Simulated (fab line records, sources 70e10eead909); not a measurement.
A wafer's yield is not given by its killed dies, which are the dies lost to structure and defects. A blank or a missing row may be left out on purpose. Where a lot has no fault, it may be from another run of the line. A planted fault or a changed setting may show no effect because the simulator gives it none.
fab line records    flow nandHarc
[record] lots = 7  wafers = 19  lastDay = 32
route steps=1302 shown A_STAIRCASE@728 END@1302
lots untouched by any fault: they come from a run of this same line in which no faults occurred
startH: hours from the record's opening day to when the first of the lot's shown wafers began    waitH: time in hours since the lot's previous step    " as in the row above    L1.1+2: a row that stands for several wafers    - no value, or no start was given    * or withheld: withheld    < > ~ a bound
route shown NAME@n: NAME is a module with steps in the file, n the number in the route of the first one    usual: mean and standard deviation over wafers with no fault    same: alike in all rows    chamber/n: place in a boat    sites: per-site readings    _std_site: how widely they spread, as a standard deviation    _edge_site: inner sites' mean taken away from outer sites' mean    radiusMm: how far each site lies from the wafer's centre    mask NAME#n: copy n    behind: the tool/chamber that last shaped the wafer    hold: why the lot was held/for how many hours/how that ended    device: the transistor (n, p or np) that didn't switch    end of line: the tests these same wafers got at the end of their route    a step without rows: its recipe alone    killed: dies lost to structure and defects at the first sort, not the wafer's yield    map: shows each die of a wafer: x if killed, . if not, _ if none is there
set.NAME: the setting as run; set.NAME@STEP: as run at that earlier step    model.NAME: the simulator's own value behind a step, which no gauge read
lots seen at some steps along the route; tables by step, rows by wafer
services: when a tool's chamber went out of use (startH, in hours from the record's first day, below 0 if earlier), for how many hours, and the reason
[[steps]]
[step NHARC_A_STAIRCASE_EXPOSE_214]
[recipe] na = 0.5  doseMj = 31.26  maskId = STAIR_3
[step NHARC_A_STAIRCASE_PEB_215]
[recipe] pebTempC = 115  pebTimeS = 130
[step NHARC_A_STAIRCASE_DEVELOP_216]
[recipe] timeS = 140
[step NHARC_A_STAIRCASE_HARDBAKE_218]
[recipe] tempC = 120  timeS = 140
[step NHARC_A_STAIRCASE_DESCUM_219]
[recipe] timeS = 3  o2FlowSccm = 200  arFlowSccm = 0  biasPowerW = 0  chemistry = O2
[step NHARC_A_STAIRCASE_TRIM_220]
[recipe] timeS = 211.2  o2FlowSccm = 500  arFlowSccm = 0  biasW = 0  chemistry = O2
[step NHARC_A_STAIRCASE_ETCH_221]
[recipe] targetDepthA = 1000  timeS = 40.5  ionEnergyEv = 400  c4f8FlowSccm = 20  o2FlowSccm = 10  arFlowSccm = withheld  rfW = 600  biasW = 1000  chemistry = C4F8/O2
[usual] oesProductAu = 0.939/0.012  rfVppV = 897/5.5
lot.wafer  tool        chamber  startH  waitH  oesProductAu  rfHoursCounterH  rfVppV
L915.2     rieDiel-03  1        -       -      0.943         23               906
L915.6     "           1        "       "      0.957         -                906
L915.5     "           2        "       "      0.950         -                895
L916.4     rieDiel-12  2        -       -      0.941         49               895
L916.2     "           3        "       "      0.934         44               904
L916.6     "           2        "       "      0.928         -                895
L925.2     rieDiel-12  3        -       -      0.945         4                904
L925.4     "           0        "       "      0.935         5                892
L924.1     rieDiel-12  2        -       -      0.948         8                894
L924.2     "           3        "       "      0.940         5                904
L924.5     "           2        "       "      0.959         -                893
L926.2     rieDiel-12  2        -       -      0.944         8                894
L926.6     "           3        "       "      0.947         -                904
L934.1     rieDiel-03  1        -       -      0.943         33               903
L934.3     "           2        "       "      0.940         23               893
L934.5     "           1        "       "      0.951         -                904
L936.1     rieDiel-03  2        -       -      0.918         30               892
L936.4     "           0        "       "      0.946         33               895
L936.6     "           3        "       "      0.930         -                891
[step NHARC_A_STAIRCASE_TRIM_222]
[recipe] timeS = 211.2  o2FlowSccm = 500  arFlowSccm = 0  biasW = 0  chemistry = O2
[usual] drypumpMotorCurrentA = 5.9/0.5  oesProductAu = 1.000/0.0077  rfVppV = 57.7/0.88  runLengthS = 232.35/0.29  showerheadPlenumPTorr = 3.55/0.16  throttleValvePct = 17.037/0.0093
lot.wafer  tool        chamber  startH  waitH  drypumpMotorCurrentA  oesProductAu  rfHoursCounterH  rfVppV  runLengthS  showerheadPlenumPTorr  throttleValvePct
L915.2     rieDiel-03  1        -       -      5.2                   0.996         23               58.3    232.31      3.79                   17.026
L915.5     "           1        "       "      5.2                   0.992         -                59.6    232.07      3.79                   17.032
L915.6     "           2        "       "      5.0                   0.982         -                57.6    232.17      3.46                   17.025
L916.4     rieDiel-12  1        -       -      6.2                   1.019         44               58.2    232.88      3.27                   17.027
L916.2     "           2        "       "      6.3                   1.005         49               58.5    232.46      3.49                   17.049
L916.6     "           1        "       "      6.3                   1.021         -                56.3    233.09      3.27                   17.040
L925.4     rieDiel-12  0        -       -      6.2                   0.992         5                56.8    232.73      3.41                   17.026
L925.2     "           1        "       "      6.3                   1.004         7                57.2    232.64      3.80                   17.043
L924.1     rieDiel-12  3        -       -      5.9                   0.997         6                57.7    232.24      3.77                   17.045
L924.2     "           0        "       "      6.2                   1.006         5                56.7    232.51      3.41                   17.044
L924.5     "           3        "       "      5.9                   1.001         -                59.6    231.83      3.77                   17.039
L926.2     rieDiel-12  3        -       -      5.9                   0.989         6                58.7    232.19      3.77                   17.046
L926.6     "           2        "       "      6.3                   0.989         -                56.6    232.46      3.47                   17.018
L934.3     rieDiel-03  3        -       -      6.2                   0.989         36               58.1    232.28      3.48                   17.043
L934.1     "           0        "       "      6.0                   0.995         29               57.7    232.32      3.50                   17.035
L934.5     "           2        "       "      5.0                   0.989         -                57.9    231.96      3.44                   17.042
L936.1     rieDiel-03  3        -       -      6.1                   0.999         43               56.8    232.00      3.47                   17.048
L936.4     "           1        "       "      5.2                   1.008         38               58.8    231.99      3.75                   17.043
L936.6     "           0        "       "      6.0                   1.008         -                59.5    232.72      3.50                   17.030
[step NHARC_A_STAIRCASE_ETCH_223]
[recipe] targetDepthA = 1000  timeS = 40.5  ionEnergyEv = 400  c4f8FlowSccm = 20  o2FlowSccm = 10  arFlowSccm = withheld  rfW = 600  biasW = 1000  chemistry = C4F8/O2
[usual] oesProductAu = 0.941/0.0095  rfVppV = 897/5.8
lot.wafer  tool        chamber  startH  waitH  oesProductAu  rfHoursCounterH  rfVppV
L915.2     rieDiel-03  2        -       -      0.933         25               892
L915.5     "           3        "       "      0.955         -                895
L915.6     "           0        "       "      0.947         -                897
L916.4     rieDiel-12  2        -       -      0.943         49               895
L916.2     "           0        "       "      0.928         36               893
L916.6     "           1        "       "      0.961         -                886
L925.2     rieDiel-12  3        -       -      0.931         5                906
L925.4     "           0        "       "      0.939         5                891
L924.2     rieDiel-12  0        -       -      0.947         5                893
L924.1     "           2        "       "      0.941         8                895
L924.5     "           3        "       "      0.934         -                906
L926.2     rieDiel-12  1        -       -      0.936         8                908
L926.6     "           0        "       "      0.940         -                891
L934.3     rieDiel-03  1        -       -      0.952         33               903
L934.1     "           0        "       "      0.938         29               897
L934.5     "           2        "       "      0.925         -                892
L936.4     rieDiel-03  2        -       -      0.939         30               892
L936.1     "           3        "       "      0.955         43               894
L936.6     "           2        "       "      0.941         -                892
[step NHARC_A_STAIRCASE_TRIM_224]
[recipe] timeS = 211.2  o2FlowSccm = 500  arFlowSccm = 0  biasW = 0  chemistry = O2
[usual] drypumpMotorCurrentA = 5.9/0.49  oesProductAu = 0.999/0.0072  rfVppV = 57.7/0.95  runLengthS = 232.37/0.3  showerheadPlenumPTorr = 3.55/0.16  throttleValvePct = 17.037/0.0093
lot.wafer  tool        chamber  startH  waitH  drypumpMotorCurrentA  oesProductAu  rfHoursCounterH  rfVppV  runLengthS  showerheadPlenumPTorr  throttleValvePct
L915.2     rieDiel-03  2        -       -      5.0                   1.002         25               58.5    232.02      3.46                   17.048
L915.6     "           2        "       "      5.0                   1.010         -                58.7    231.93      3.46                   17.019
L915.5     "           3        "       "      6.2                   1.012         -                57.6    232.39      3.51                   17.034
L916.2     rieDiel-12  2        -       -      6.3                   0.996         49               57.3    232.20      3.49                   17.032
L916.4     "           3        "       "      5.9                   1.006         45               58.3    232.53      3.78                   17.038
L916.6     "           0        "       "      6.2                   1.002         -                57.8    233.07      3.42                   17.043
L925.2     rieDiel-12  0        -       -      6.2                   1.005         5                58.3    232.45      3.41                   17.031
L925.4     "           3        "       "      5.9                   0.993         5                58.2    231.98      3.77                   17.030
L924.2     rieDiel-12  1        -       -      6.2                   1.005         8                58.6    233.16      3.80                   17.043
L924.1     "           0        "       "      6.2                   1.005         5                57.4    232.35      3.41                   17.028
L924.5     "           2        "       "      6.3                   0.999         -                58.1    232.37      3.47                   17.032
L926.2     rieDiel-12  2        -       -      6.3                   1.008         9                58.6    232.45      3.47                   17.032
L926.6     "           1        "       "      6.2                   1.002         -                57.5    232.96      3.80                   17.025
L934.1     rieDiel-03  2        -       -      5.0                   0.992         23               56.4    231.94      3.44                   17.040
L934.3     "           3        "       "      6.2                   1.003         36               58.4    232.31      3.48                   17.035
L934.5     "           3        "       "      6.2                   1.006         -                57.9    232.46      3.48                   17.036
L936.4     rieDiel-03  0        -       -      6.0                   0.999         34               57.5    232.33      3.50                   17.035
L936.1     "           1        "       "      5.2                   1.009         38               57.9    231.92      3.75                   17.037
L936.6     "           2        "       "      5.0                   0.998         -                56.3    232.08      3.43                   17.029
[step NHARC_A_STAIRCASE_ETCH_225]
[recipe] targetDepthA = 1000  timeS = 40.5  ionEnergyEv = 400  c4f8FlowSccm = 20  o2FlowSccm = 10  arFlowSccm = withheld  rfW = 600  biasW = 1000  chemistry = C4F8/O2
[usual] oesProductAu = 0.940/0.01  rfVppV = 896/5.5
lot.wafer  tool        chamber  startH  waitH  oesProductAu  rfHoursCounterH  rfVppV
L915.2     rieDiel-03  1        -       -      0.941         23               905
L915.6     "           0        "       "      0.943         -                898
L915.5     "           1        "       "      0.939         -                906
L916.4     rieDiel-12  2        -       -      0.971         49               894
L916.2     "           3        "       "      0.962         45               905
L916.6     "           2        "       "      0.954         -                895
L925.4     rieDiel-12  1        -       -      0.945         7                904
L925.2     "           2        "       "      0.960         7                894
L924.1     rieDiel-12  0        -       -      0.951         6                891
L924.2     "           2        "       "      0.935         8                895
L924.5     "           0        "       "      0.955         -                892
L926.2     rieDiel-12  0        -       -      0.946         6                890
L926.6     "           1        "       "      0.936         -                906
L934.1     rieDiel-03  2        -       -      0.938         23               891
L934.3     "           0        "       "      0.943         29               895
L934.5     "           2        "       "      0.940         -                892
L936.1     rieDiel-03  0        -       -      0.927         34               895
L936.4     "           1        "       "      0.934         38               904
L936.6     "           2        "       "      0.937         -                892
[step NHARC_A_STAIRCASE_TRIM_226]
[recipe] timeS = 211.2  o2FlowSccm = 500  arFlowSccm = 0  biasW = 0  chemistry = O2
[usual] drypumpMotorCurrentA = 5.9/0.49  oesProductAu = 1.000/0.0071  rfVppV = 57.8/0.89  runLengthS = 232.36/0.27  showerheadPlenumPTorr = 3.54/0.15  throttleValvePct = 17.036/0.009
lot.wafer  tool        chamber  startH  waitH  drypumpMotorCurrentA  oesProductAu  rfHoursCounterH  rfVppV  runLengthS  showerheadPlenumPTorr  throttleValvePct
L915.2     rieDiel-03  1        376.74  -      5.2                   1.000         23               58.2    232.23      3.79                   17.031
L915.5     "           1        "       "      5.2                   0.985         -                59.3    232.11      3.79                   17.043
L915.6     "           2        "       "      5.0                   0.991         -                57.0    232.25      3.46                   17.030
L916.2     rieDiel-12  3        390.46  -      5.9                   1.003         45               56.8    232.66      3.78                   17.055
L916.4     "           1        "       "      6.2                   1.006         44               56.8    232.96      3.27                   17.038
L916.6     "           3        "       "      5.9                   1.001         -                59.1    232.72      3.78                   17.033
L925.2     rieDiel-12  0        470.62  -      6.2                   0.992         5                56.9    171.54      3.41                   17.031
L925.4     "           1        "       "      6.2                   0.985         7                57.9    232.68      3.80                   17.013
L924.1     rieDiel-12  3        473.84  -      5.9                   0.997         6                58.8    232.21      3.77                   17.028
L924.2     "           0        "       "      6.2                   1.003         6                56.8    171.70      3.41                   16.994
L924.5     "           1        "       "      6.2                   0.984         -                59.4    171.55      3.80                   17.045
L926.2     rieDiel-12  1        476.16  -      6.2                   0.997         8                59.2    171.48      3.80                   17.049
L926.6     "           2        "       "      6.3                   1.001         -                58.7    232.23      3.47                   17.036
L934.3     rieDiel-03  2        567.71  -      5.0                   1.004         23               58.1    231.91      3.43                   17.041
L934.1     "           3        "       "      6.2                   0.993         36               56.7    232.30      3.48                   17.041
L934.5     "           1        "       "      5.2                   0.995         -                58.0    232.81      3.76                   17.034
L936.1     rieDiel-03  0        580.91  -      6.0                   1.007         34               58.6    232.33      3.50                   17.027
L936.4     "           1        "       "      5.2                   0.994         38               58.1    231.97      3.75                   17.042
L936.6     "           3        "       "      6.2                   0.997         -                58.1    232.03      3.47                   17.033
[step NHARC_A_STAIRCASE_ETCH_227]
[recipe] targetDepthA = 1000  timeS = 40.5  ionEnergyEv = 400  c4f8FlowSccm = 20  o2FlowSccm = 10  arFlowSccm = withheld  rfW = 600  biasW = 1000  chemistry = C4F8/O2
[step NHARC_END_SORT_01]
[recipe] tempC = 25
[usual] killedAtArray = 51/17  killedAtOther = 1.6/2.1  killedAtPeriphery = 4/3.2  killedDies = 57/18  killedOpen = 2.9/1.7  killedShort = 2.3/1.3
[same] grossDies = 677
lot.wafer  tool       chamber  startH  waitH  killedAtArray  killedAtOther  killedAtPeriphery  killedDies  killedOpen  killedShort
L925.2     prober-01  0        676.64  2.8    502            2              3                  507         2           1
L924.2     prober-01  0        684.41  2.8    481            0              4                  485         1           2
L924.5     prober-01  0        686.83  3.7    459            0              2                  461         1           1
L926.2     prober-02  0        684.34  2.8    486            1              3                  490         6           3
L926.6     prober-02  0        687.49  3.9    65             2              3                  70          4           0
// killed by level:class
L925.2 A_STAIRCASE:areaTrim=416 A_CHANNEL_HOLE_D1:chamberFilmFlake=35 A_SLIT:chamberFilmFlake=22 A_CONTACT:chamberFilmFlake=15 A_CHANNEL_HOLE_D2:chamberFilmFlake=10 THIN_TSV:chamberFilmFlake=2 A_ONON_D1:geometricParticle:open=1 A_CHANNEL_HOLE_D1:geometricParticle:short=1
L926.2 A_STAIRCASE:areaTrim=425 A_CHANNEL_HOLE_D1:chamberFilmFlake=20 A_SLIT:chamberFilmFlake=19 A_STAIRCASE:chamberFilmFlake=10 A_CONTACT:chamberFilmFlake=3 A_ONON_D1:geometricParticle:open=2 P_CONTACT:geometricParticle:open=1 P_M0:geometricParticle:open=1
L924.2 A_STAIRCASE:areaTrim=462 A_CHANNEL_HOLE_D1:chamberFilmFlake=7 A_SLIT:chamberFilmFlake=4 P_M2:chamberFilmFlake=3 A_CONTACT:chamberFilmFlake=3 A_STAIRCASE:chamberFilmFlake=2 A_SGD_CUT:geometricParticle:short=1 A_WL_FILL:geometricParticle:short=1
L924.5 A_STAIRCASE:areaTrim=438 A_CONTACT:chamberFilmFlake=10 A_CHANNEL_HOLE_D1:chamberFilmFlake=4 A_DECK1_JOINT:chamberFilmFlake=2 A_BLC:chamberFilmFlake=2 A_SGD_CUT:geometricParticle:short=1 A_BLC:geometricParticle:open=1 P_M1:chamberFilmFlake=1
L926.6 A_CHANNEL_HOLE_D1:chamberFilmFlake=23 A_SLIT:chamberFilmFlake=21 A_STAIRCASE:chamberFilmFlake=6 A_WL_FILL:chamberFilmFlake=4 A_CONTACT:chamberFilmFlake=3 A_DECK1_JOINT:chamberFilmFlake=3 THIN_TSV:chamberFilmFlake=2 P_CONTACT:geometricParticle:open=1
// map L924.2 (x killed, . not)
____________.____________
_________..x..x._________
_______..xx......x_______
______.x..x....xx..______
_____..xx..xx.x....._____
____..x.x.xxxxxx.xxx.____
____xxxxxx.xxxxx.x...____
___.xxx.xxxxxx.xx.....___
___x.xxxxxxxxxxxxxxx..___
__...xxxxxxxxxxxxxx...x__
__.xxxxxxxxxxxxx.xx..x.__
_x.xxxxxxxxxxxxxxxx.x..._
_x.xx.xxxxxxxxxxxxxx...._
_.xxxxxxxxxxxxxxxx.xx..._
_..xxxxxxxxxxxxxxxxxx.xx_
_xxx.xxxxxxxxxxxxxxxxx.._
x.xxxxxxxxxxxxxxxx.xxx.x.
..xxxxxxxxxxxxxxxxxx.xx..
.xxxxxxxxxxxxxxxxxxxx....
.xxxxxxxxxxxxxxxxxxxxx...
..xxxxxxxxxxxxxxxxxxx.x..
_x.xxxxxxxxxxxxxxxxxxx.._
_..xxxxxxxxxxxxxxxxxx..._
_.x.xxxxxxxxxxxxxxxxxx.._
_.x.xxxxxxxxxxxxxxxxxx.._
_x.x.xxxxxxxxxxxxxxxxx.._
__x.xxxxxxxxxxxxxxx...x__
__..xx.xxxxxxxxxxxx....__
___.xxxxxxxxxxxxxxx...___
___...x.xxxx.xxxxxxx..___
____.xxxxxx.xxx.x.x..____
____...xxxxxxx.xxx...____
_____.xxxxxxxx..xx.x_____
______xxx..xx..x...______
_______.x...x....._______
_________x....x._________
____________.____________
// map L925.2 (x killed, . not)
____________.____________
_________x..xx.._________
_______..x.xx.x.x._______
______.x.xxxx.xx...______
_____.x.xxxx.xxx...._____
____.xx.xx..xxx..x.x.____
____...xxx.xx.xxxxx.x____
___x.xxx.xx..xxxxxxxx.___
___...x.xxxx.xxxxx.x.x___
__xxx..xxxxxx..x....xx.__
__..xxxxxxx.xxxxxxxxx.x__
_xx..xxxxxxxxxxxxxx..x.x_
_..xxxxx.xx.xxxxxxx.x..._
_.xxx.xxxxxx.xxxxx.x.x.._
_xxxxxxxxxxxxxxxxx.x...._
_.xxxxxxxxxxxx.xxx.xxxx._
xxx..xxxxxxxxxxxxxxx....x
..xxxxxxxxxxxxxxxxxxx....
xxxxxxxxxxxxx.xxxxxx...x.
xxx.xxx.xxxxxxxxxxxxx..x.
xxxxxxxxxxxxxxxxxxx.xxx..
_xxxxxxxxxxxxxxxxx..xxxx_
_xxxxxxxx.xx.xxxxxx.x.x._
_xxxxx.xxx..xxxx.xxxxx.._
_x.xxxx.xxxxxxxxx.xx.xxx_
_x.xxxxxx.xx.x..xxxxxx.._
__xx.xxxxxxxxxxxx.xx.xx__
__xxx.xxx.xxxxxxx...x..__
___xxxxxxxxxxxxxx.xx.x___
___xxxxxxxxxxxxxxxx.x.___
____xxxxx..x.xxxxxx.x____
____xxxxxxxxxxxxxxxxx____
_____.xxxxx..xxxxx.x_____
______xxxxxx..xxxxx______
_______xxxxxxxxxxx_______
_________...x..x_________
____________x____________
[[services]]
tool        chamber  startH  hours  kind
rieDiel-12  0        375.63  -      clean
rieDiel-12  1        375.63  -      clean
rieDiel-12  2        375.63  -      clean
rieDiel-12  3        375.63  -      clean
rieDiel-12  0        400.13  -      clean
rieDiel-12  1        400.13  -      clean
rieDiel-12  2        400.13  -      clean
rieDiel-12  3        400.13  -      clean
rieDiel-12  0        424.63  -      clean
rieDiel-12  1        424.63  -      clean
rieDiel-12  2        424.63  -      clean
rieDiel-12  3        424.63  -      clean
rieDiel-12  -        446.18  9.0    pm
rieDiel-12  0        446.18  9.0    ventCycle
rieDiel-12  1        446.18  9.0    ventCycle
rieDiel-12  2        446.18  9.0    ventCycle
rieDiel-12  3        446.18  9.0    ventCycle
rieDiel-12  0        455.18  -      clean
rieDiel-12  1        455.18  -      clean
rieDiel-03  -        458.33  9.0    pm
rieDiel-12  -        488.80  1.9    repair
rieDiel-12  2        505.50  4.2    repair
rieDiel-03  1        519.91  10.9   repair
rieDiel-03  3        561.84  2.6    repair
[[key]]
[firstSign] step = NHARC_A_STAIRCASE_TRIM_226  reading = runLengthS  direction = down  sigmas = 99+  usual = *  struck = *
[effect] step = NHARC_END_SORT_01  reading = killedAtArray  direction = up  sigmas = 25  usual = 51  struck = 482
[moreKillsBornAt] NHARC_A_STAIRCASE_TRIM_226@rieDiel-12 = 1741
metAt NHARC_A_STAIRCASE_TRIM_226
struckWafers L924.2,L924.5,L925.2,L926.2
laterRowsLeftOut L924.2,L924.5,L925.2,L926.2
testerLeftOut L924,L925,L926
onsetBetween 390.46 470.62
[fault] kind = processParameterDrift  tool = rieDiel-12  chamber = -  onsetH = 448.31  steps = NHARC_A_STAIRCASE_TRIM_226  channel = timeS  offset = *  shape = step  endH = 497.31  scope = struckWafersOnly  actsIn = *  stated = *
// testerLeftOut: of these lots the tester's yield and bins aren't shown, on N5 and GAA mostly nor the transistor test; their killed dies are dies lost to structure and defects alone, not to doping, threshold or leakage, so they don't give the yield
// laterRowsLeftOut: the simulator's readings of these wafers behind a module that went badly wrong aren't trusted and aren't shown, but for the sort
